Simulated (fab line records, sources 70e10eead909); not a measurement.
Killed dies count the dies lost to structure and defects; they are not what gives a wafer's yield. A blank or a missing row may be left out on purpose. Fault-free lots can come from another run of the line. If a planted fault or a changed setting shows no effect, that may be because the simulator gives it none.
Chamber matching | flow nand-harc | cmp-01 running NHARC_A_M1_CMP_23: 4 sister chambers
The step polishes, t overpolish 20 s, target thk 154.34 nm. 4 wafers are shown with their chamber, then 11 later ones without.

WAFERS, EACH WITH ITS CHAMBER
wafer  | chamber | motor-current-A (A)
L074.6 | 0       | 10.6
L087.2 | 1       | 10.4
L087.4 | 3       | 12.4
L092.1 | 2       | 10.6

WAFERS WITHOUT THEIR CHAMBER
wafer  | motor-current-A (A)
L092.2 | 10.9
L092.5 | 11.0
L091.1 | 11.0
L091.2 | 11.5
L091.3 | 10.3
L093.1 | 11.0
L093.2 | 10.9
L093.5 | 10.8
L094.1 | 10.9
L094.3 | 11.2
L094.5 | 11.1

WHICH CHAMBER EACH ONE RAN IN
wafer  | from the rows above               | in truth
L092.2 | can't be placed: 0 or 2 or 1      | 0
L092.5 | can't be placed: 0 or 2 or 1      | 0
L091.1 | can't be placed: 0 or 2 or 1      | 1
L091.2 | can't be placed: 0 or 2 or 3 or 1 | 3
L091.3 | can't be placed: 1 or 0 or 2      | 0
L093.1 | can't be placed: 0 or 2 or 1      | 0
L093.2 | can't be placed: 0 or 2 or 1      | 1
L093.5 | can't be placed: 0 or 2 or 1      | 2
L094.1 | can't be placed: 0 or 2 or 1      | 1
L094.3 | can't be placed: 0 or 2 or 1 or 3 | 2
L094.5 | can't be placed: 0 or 2 or 1 or 3 | 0
Correctly placed: 0 of 11. These rows do not allow placing 11 (true chamber among the candidates in 11). Wrongly placed: 0.
How it was worked out, from the rows above alone: a wafer's distance from a chamber is the root of the sum, over the readings, of the square of ((its reading less the chamber's mean) divided by the reading's scatter). If the next closest chamber is less than 2 further off than the closest, the wafer can't be placed; otherwise it belongs to the closest. A chamber's mean is the mean of its shown wafers. The scatter: root of mean squared gap, hidden wafer to nearest shown wafer, with one shown wafer a chamber.
